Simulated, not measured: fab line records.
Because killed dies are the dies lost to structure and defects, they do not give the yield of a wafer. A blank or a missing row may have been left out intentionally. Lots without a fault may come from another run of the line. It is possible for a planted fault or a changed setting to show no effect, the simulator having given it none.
fab line records	flow nand_harc
[record] lots = 11	wafers = 33	last_day = 33
route steps=1302 shown P_GATE@119 END@1302
lots that met no fault: from a run of the same line without faults
start_h: the number of hours between the record's first day and the start of the first shown wafer of the lot	wait_h: time in hours since the lot's previous step	" as in the row above	L1.1+2: one row covering several wafers at once	- no value, or no start was given	* or withheld: withheld	< > ~ a bound
route shown NAME@n: names a module that has steps shown in the file, with the first one's number in the route	usual: the fault-free wafers' mean and standard deviation	same: alike in all rows	chamber/n: place in a boat	sites: per-site readings	_std_site: standard deviation of those values	_edge_site: mean of outer sites minus mean of inner sites	radius_mm: how far each site lies from the wafer's centre	mask NAME#n: copy n	behind: the most recent tool/chamber to have shaped the wafer	hold: reason for holding the lot/hours on hold/outcome of the hold	device: the n, p or np transistor that did not switch	end of line: tests run on the same wafers once the route is complete	a step given without rows: its recipe and nothing more	killed: not the wafer's yield, but the dies lost to structure and defects at the first sort	map: shows each die of a wafer: x if killed, . if not, _ if none is there
set.NAME: the setting that was run; set.NAME@STEP: the one run at that earlier step	model.NAME: the simulator's own value behind a step, which no gauge read
the route's steps for a sample of lots (tables are steps, rows are wafers)
services: the hour from which a tool's chamber was out of use, counted from the record's first day as start_h (under 0 if before that day), plus the number of hours and why
[[steps]]
[step NHARC_P_GATE_EXPOSE_08]
[recipe] na = 0.6	dose_mj = 16.75	mask_id = P_HV
lot.wafer	tool	chamber	start_h	wait_h	mask
L809.1+2+4	krf_scanner-03	0	77.31	-	P_HV#0
L810.2+5+6	krf_scanner-02	0	91.53	-	P_HV#0
L811.1+2+5	krf_scanner-01	0	96.98	-	P_HV#0
L813.1+3+5	krf_scanner-01	0	121.78	-	P_HV#0
L814.2+5+6	krf_scanner-02	0	129.73	-	P_HV#0
L815.1+3+5	krf_scanner-03	0	145.49	-	P_HV#0
L822.1+2+6	krf_scanner-01	0	224.72	-	P_PSD#0
L829.1+2+4	krf_scanner-03	0	277.47	-	P_HV#0
L830.2+3+6	krf_scanner-02	0	290.04	-	P_HV#0
L831.1+2+6	krf_scanner-03	0	300.59	-	P_HV#0
L832.2+3+6	krf_scanner-02	0	312.93	-	P_HV#0
[step NHARC_P_GATE_CD_MEAS_11]
[recipe] target_cd_nm = 1640	landing_energy_ev = 500
[usual] cd_nm = 1640.2/1.5
lot.wafer	tool	chamber	start_h	wait_h	cd_nm
L809.1	cd_sem-01	0	77.47	-	1638.9
L809.2	"	0	"	"	1639.2
L809.4	"	0	"	"	1639.7
L810.2	cd_sem-01	0	91.69	-	1638.8
L810.5	"	0	"	"	1641.0
L810.6	"	0	"	"	1640.2
L811.1	cd_sem-02	0	97.14	-	1639.1
L811.2	"	0	"	"	1641.2
L811.5	"	0	"	"	1641.8
L813.1	cd_sem-01	0	121.94	-	1640.3
L813.3	"	0	"	"	1639.1
L813.5	"	0	"	"	1638.8
L814.2	cd_sem-01	0	129.88	-	1646.0
L814.5	"	0	"	"	1641.8
L814.6	"	0	"	"	1642.1
L815.1	cd_sem-03	0	145.65	-	1640.1
L815.3	"	0	"	"	1640.4
L815.5	"	0	"	"	1642.0
L822.1	cd_sem-01	0	224.88	-	-
L822.2	"	0	"	"	-
L822.6	"	0	"	"	-
L829.1	cd_sem-02	0	277.63	-	1639.7
L829.2	"	0	"	"	1638.3
L829.4	"	0	"	"	1639.0
L830.2	cd_sem-03	0	290.20	-	1640.1
L830.3	"	0	"	"	1637.8
L830.6	"	0	"	"	1641.7
L831.1	cd_sem-01	0	300.75	-	1639.5
L831.2	"	0	"	"	1640.0
L831.6	"	0	"	"	1640.0
L832.2	cd_sem-03	0	313.10	-	1638.2
L832.3	"	0	"	"	1638.8
L832.6	"	0	"	"	1640.1
[step NHARC_P_GATE_DESCUM_13]
[recipe] time_s = 3	o2_flow_sccm = 200	ar_flow_sccm = 0	bias_power_w = 0	chemistry = O2
[usual] chamber_pressure_mTorr = 60.00/0.054	drypump_motor_current_A = 6.0/0.53	o2_flow_sccm = 200.1/0.54	oes_product_au = 0.999/0.009	rf_vpp_V = 57.9/0.97	showerhead_plenum_p_Torr = 1.95/0.082	throttle_valve_pct = 11.312/0.009
lot.wafer	tool	chamber	start_h	wait_h	chamber_pressure_mTorr	drypump_motor_current_A	o2_flow_sccm	oes_product_au	rf_hours_counter_h	rf_vpp_V	showerhead_plenum_p_Torr	throttle_valve_pct
L809.4	rie_diel-08	1	77.64	-	60.04	5.5	200.2	0.980	2.4	58.6	2.01	11.303
L809.1	"	2	"	"	60.05	6.8	200.2	1.002	3.6	58.6	2.06	11.320
L809.2	"	3	"	"	59.92	5.1	199.7	0.995	3.5	58.0	1.91	11.309
L810.2	rie_diel-11	0	91.87	-	60.02	5.5	199.3	1.001	0.1	57.5	1.91	11.328
L810.5	"	2	"	"	59.97	6.5	200.2	0.983	-	57.2	1.99	11.318
L810.6	"	3	"	"	60.03	6.4	199.7	0.994	-	57.3	1.87	11.304
L811.1	rie_diel-07	2	97.31	-	60.06	5.2	200.5	0.995	10.1	56.0	1.92	11.313
L811.2	"	0	"	"	59.98	6.0	200.1	0.992	9.4	57.7	1.85	11.309
L811.5	"	2	"	"	60.07	5.2	200.3	0.986	-	56.9	1.92	11.308
L813.3	rie_diel-11	3	122.11	-	60.03	6.4	199.7	0.992	1.7	58.4	1.87	11.304
L813.1	"	1	"	"	60.00	6.8	200.5	0.996	1.7	57.6	1.99	11.326
L813.5	"	3	"	"	60.05	6.4	199.9	0.992	-	58.4	1.87	11.325
L814.2	rie_diel-11	1	130.04	-	60.05	6.8	199.8	1.007	2.9	58.1	1.99	11.309
L814.6	"	1	"	"	60.01	6.8	199.9	1.010	-	57.7	1.99	11.305
L814.5	"	2	"	"	59.98	6.5	200.2	0.994	-	58.3	1.99	11.298
L815.3	rie_diel-07	3	145.82	-	60.05	5.7	199.9	0.999	1.7	57.3	1.81	11.316
L815.1	"	0	"	"	60.00	5.9	200.5	1.009	1.4	57.1	1.85	11.325
L815.5	"	3	"	"	59.97	5.7	200.7	1.007	-	58.2	1.81	11.304
L822.1	rie_diel-08	1	225.06	-	59.99	5.5	199.5	0.987	2.5	58.3	2.01	11.305
L822.2	"	2	"	"	60.01	6.8	200.0	1.003	2.7	58.1	2.06	11.309
L822.6	"	0	"	"	59.91	5.9	200.2	1.024	-	57.8	2.02	11.289
L829.2	rie_diel-07	0	277.79	-	59.91	6.0	200.0	0.994	9.8	57.5	1.85	11.318
L829.4	"	2	"	"	60.00	5.2	199.6	1.001	9.7	59.0	1.91	11.319
L829.1	"	3	"	"	60.02	5.6	200.1	1.011	10.0	58.3	1.80	11.314
L830.3	rie_diel-08	1	290.37	-	59.95	5.5	200.7	0.986	4.7	57.4	2.01	11.323
L830.2	"	3	"	"	60.02	5.1	200.9	1.018	3.6	56.6	1.90	11.307
L830.6	"	0	"	"	60.06	5.9	200.1	1.002	-	57.5	2.02	11.329
L831.2	rie_diel-11	0	300.91	-	59.90	5.6	199.4	1.001	2.2	56.7	1.91	11.311
L831.1	"	3	"	"	59.96	6.4	201.2	1.005	2.0	56.7	1.86	11.335
L831.6	"	1	"	"	59.96	6.7	200.3	1.003	-	58.1	1.99	11.326
L832.3	rie_diel-08	1	313.28	-	59.97	5.5	199.4	0.987	6.0	58.3	2.01	11.331
L832.2	"	2	"	"	60.10	6.8	200.3	1.006	6.0	59.2	2.05	11.300
L832.6	"	3	"	"	59.89	5.1	201.0	1.011	-	56.8	1.90	11.313
[step NHARC_P_GATE_CD_MEAS_26]
[recipe] target_cd_nm = 120	landing_energy_ev = 500
[usual] cd_nm = 119.8/0.79
lot.wafer	tool	chamber	start_h	wait_h	cd_nm
L809.1	cd_sem-01	0	92.09	-	120.0
L809.2	"	0	"	"	119.6
L809.4	"	0	"	"	119.9
L810.2	cd_sem-01	0	107.68	-	118.8
L810.5	"	0	"	"	119.0
L810.6	"	0	"	"	118.6
L811.1	cd_sem-02	0	111.08	-	119.3
L811.2	"	0	"	"	118.0
L811.5	"	0	"	"	119.3
L813.1	cd_sem-01	0	135.93	-	119.3
L813.3	"	0	"	"	118.8
L813.5	"	0	"	"	119.3
L814.2	cd_sem-02	0	143.86	-	119.7
L814.5	"	0	"	"	120.0
L814.6	"	0	"	"	119.6
L815.1	cd_sem-02	0	160.37	-	120.8
L815.3	"	0	"	"	120.9
L815.5	"	0	"	"	120.6
L822.1	cd_sem-03	0	239.74	-	120.6
L822.2	"	0	"	"	120.6
L822.6	"	0	"	"	120.6
L829.1	cd_sem-02	0	291.83	-	119.8
L829.2	"	0	"	"	119.9
L829.4	"	0	"	"	119.5
L830.2	cd_sem-01	0	304.31	-	121.3
L830.3	"	0	"	"	120.1
L830.6	"	0	"	"	119.9
L831.1	cd_sem-01	0	320.20	-	118.1
L831.2	"	0	"	"	119.7
L831.6	"	0	"	"	120.2
L832.2	cd_sem-01	0	328.25	-	121.2
L832.3	"	0	"	"	120.5
L832.6	"	0	"	"	120.9
[step NHARC_P_GATE_DESCUM_31]
[recipe] time_s = 3	o2_flow_sccm = 200	ar_flow_sccm = 0	bias_power_w = 0	chemistry = O2
[usual] chamber_pressure_mTorr = 59.99/0.054	drypump_motor_current_A = 6.0/0.56	o2_flow_sccm = 200.0/0.59	oes_product_au = 1.002/0.0095	rf_vpp_V = 57.9/0.94	showerhead_plenum_p_Torr = 1.96/0.079	throttle_valve_pct = 11.310/0.0087
lot.wafer	tool	chamber	start_h	wait_h	chamber_pressure_mTorr	drypump_motor_current_A	o2_flow_sccm	oes_product_au	rf_hours_counter_h	rf_vpp_V	showerhead_plenum_p_Torr	throttle_valve_pct
L809.1	rie_diel-08	1	92.28	0.1	60.02	5.6	199.4	0.997	2.9	58.5	2.01	11.318
L809.2	"	2	"	"	60.03	6.8	200.2	0.993	4.4	57.5	2.06	11.297
L809.4	"	3	"	"	59.89	5.1	201.2	0.993	4.4	58.7	1.91	11.318
L810.2	rie_diel-07	3	107.86	0.1	60.03	5.7	200.4	1.009	8.4	57.5	1.81	11.311
L810.6	"	3	"	"	59.88	5.7	200.6	1.008	-	57.5	1.81	11.307
L810.5	"	0	"	"	59.94	6.0	199.2	0.992	-	57.3	1.85	11.309
L811.1	rie_diel-08	3	111.28	0.1	60.04	5.1	199.8	0.986	5.7	56.2	1.91	11.311
L811.2	"	1	"	"	59.94	5.6	200.2	0.989	3.7	58.2	2.01	11.294
L811.5	"	2	"	"	60.00	6.8	200.1	0.996	-	57.4	2.06	11.318
L813.1	rie_diel-07	0	136.12	0.1	59.98	6.0	199.1	1.006	0.8	57.3	1.85	11.299
L813.3	"	2	"	"	60.00	5.2	199.5	0.996	0.7	59.7	1.92	11.306
L813.5	"	1	"	"	60.00	6.3	200.1	1.011	-	58.8	2.06	11.320
L814.2	rie_diel-11	3	144.05	0.1	59.92	6.4	199.5	1.004	2.6	58.4	1.86	11.319
L814.6	"	2	"	"	60.06	6.5	200.4	0.990	-	60.0	1.99	11.320
L814.5	"	3	"	"	60.08	6.4	198.8	0.995	-	58.4	1.86	11.299
L815.1	rie_diel-07	0	160.55	0.1	59.99	6.0	200.4	1.019	2.3	57.3	1.85	11.307
L815.3	"	3	"	"	60.04	5.7	199.9	1.002	2.2	57.2	1.81	11.317
L815.5	"	1	"	"	60.08	6.3	201.1	1.007	-	58.7	2.06	11.320
L822.1	rie_diel-07	1	239.94	0.1	59.92	6.3	200.0	0.983	6.7	58.6	2.06	11.318
L822.2	"	2	"	"	60.01	5.2	200.3	1.007	7.0	57.4	1.91	11.312
L822.6	"	0	"	"	60.02	6.0	199.8	0.988	-	55.6	1.85	11.310
L829.4	rie_diel-08	1	292.02	0.1	59.98	5.5	200.6	0.995	4.8	58.8	2.01	11.295
L829.1	"	2	"	"	60.01	6.8	199.5	1.004	4.8	58.6	2.05	11.308
L829.2	"	0	"	"	60.05	5.9	200.1	0.999	4.6	56.8	2.02	11.311
L830.2	rie_diel-11	3	304.51	0.1	60.03	6.4	200.3	1.002	2.1	56.7	1.86	11.311
L830.3	"	0	"	"	59.90	5.5	201.2	1.003	2.3	55.7	1.91	11.286
L830.6	"	1	"	"	59.89	6.8	199.4	1.011	-	58.2	1.99	11.312
L831.1	rie_diel-11	2	320.39	0.1	59.94	6.5	199.5	1.010	2.3	57.3	1.99	11.313
L831.2	"	3	"	"	60.00	6.4	200.1	1.015	2.6	56.8	1.86	11.317
L831.6	"	3	"	"	59.93	6.4	200.8	1.020	-	57.3	1.86	11.316
L832.3	rie_diel-07	1	328.43	0.1	59.98	6.3	200.1	1.005	1.8	58.7	2.06	11.326
L832.2	"	2	"	"	59.95	5.2	199.6	0.996	2.3	57.8	1.91	11.323
L832.6	"	2	"	"	60.06	5.2	199.5	1.003	-	57.7	1.91	11.309
[step NHARC_END_SORT_01]
[recipe] temp_c = 25
[usual] killed_at_array = 55/20	killed_at_other = 1.1/1.2	killed_at_periphery = 3.8/2.8	killed_dies = 60/19	killed_open = 3.4/1.9	killed_short = 2.2/1.5
[same] gross_dies = 677
lot.wafer	tool	chamber	start_h	wait_h	killed_at_array	killed_at_other	killed_at_periphery	killed_dies	killed_open	killed_short
L822.1	prober-01	0	713.01	2.5	43	0	634	677	2	2
L822.2	prober-01	0	713.82	2.8	43	1	633	677	5	4
L822.6	prober-01	0	717.07	4.1	54	0	623	677	3	3
// killed by level:class
L822.1 P_GATE:area_expose=631 A_CHANNEL_HOLE_D2:chamber_film_flake=19 A_CHANNEL_HOLE_D1:chamber_film_flake=13 A_STAIRCASE:chamber_film_flake=3 A_CONTACT:chamber_film_flake=2 A_ONON_D2:geometric_particle:short=1 A_WL_FILL:geometric_particle:short=1 A_BLC:geometric_particle:open=1
L822.2 P_GATE:area_expose=629 A_CHANNEL_HOLE_D2:chamber_film_flake=22 A_CHANNEL_HOLE_D1:chamber_film_flake=6 A_CONTACT:chamber_film_flake=4 P_M0:geometric_particle:open=2 A_CHANNEL_FILL_D1:geometric_particle:short=2 A_ONON_D2:geometric_particle:open=2 A_CHANNEL_FILL_D2:chamber_film_flake=2
L822.6 P_GATE:area_expose=622 A_CHANNEL_HOLE_D2:chamber_film_flake=24 A_CHANNEL_HOLE_D1:chamber_film_flake=11 A_CONTACT:chamber_film_flake=6 A_SLIT:chamber_film_flake=5 A_DECK1_JOINT:geometric_particle:short=2 A_ONON_D1:geometric_particle:open=1 A_CHANNEL_HOLE_D1:geometric_particle:short=1
[[services]]
tool	chamber	start_h	hours	kind
krf_scanner-03	-	57.60	4.0	pm
krf_scanner-03	-	67.42	0.3	repair
rie_diel-11	-	78.50	9.0	pm
krf_scanner-03	-	91.07	9.7	repair
krf_scanner-02	-	94.03	4.0	pm
rie_diel-07	-	102.12	1.8	repair
rie_diel-08	0	103.14	8.7	repair
rie_diel-07	3	114.87	3.7	repair
rie_diel-07	-	117.20	9.0	pm
rie_diel-07	-	143.23	1.0	repair
krf_scanner-02	-	160.00	4.5	repair
rie_diel-08	-	173.72	1.2	repair
krf_scanner-03	-	190.71	1.0	repair
rie_diel-08	-	190.81	9.0	pm
rie_diel-07	2	192.85	3.8	repair
rie_diel-08	3	218.39	7.3	repair
krf_scanner-03	-	229.60	4.0	pm
rie_diel-07	1	229.72	6.6	repair
rie_diel-11	0	242.89	5.3	repair
rie_diel-11	-	255.50	9.0	pm
krf_scanner-02	-	266.03	4.0	pm
rie_diel-07	-	294.20	9.0	pm
krf_scanner-02	-	313.69	1.0	repair
rie_diel-08	0	316.43	29.9	repair
[[key]]
[first_sign] step = NHARC_P_GATE_EXPOSE_08	reading = mask	direction = changed
[effect] step = NHARC_P_GATE_CD_MEAS_11	reading = cd_nm	direction = missing
[effect] step = NHARC_END_SORT_01	reading = killed_at_periphery	direction = up	sigmas = 99+	usual = 3.8	struck = 630
[more_kills_born_at] NHARC_P_GATE_EXPOSE_08@krf_scanner-01 = 1882
met_at NHARC_P_GATE_EXPOSE_08
struck_lots L822
later_rows_left_out L822.1,L822.2,L822.6
tester_left_out L822
not_acting_at NHARC_P_GATE_DESCUM_13,NHARC_P_GATE_CD_MEAS_26,NHARC_P_GATE_DESCUM_31
onset_between 121.78 224.72
[fault] kind = wrong_mask	tool = any	chamber = -	onset_h = 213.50	steps = NHARC_P_GATE_EXPOSE_08	aux_copy = P_PSD#0	scope = struck_lots_only
// tester_left_out: of these lots the tester's yield and bins aren't shown, on N5 and GAA mostly nor the transistor test; their killed dies are dies lost to structure and defects alone, not to doping, threshold or leakage, so they don't give the yield
// later_rows_left_out: the simulator's readings of these wafers behind a module that went badly wrong aren't trusted and aren't shown, but for the sort
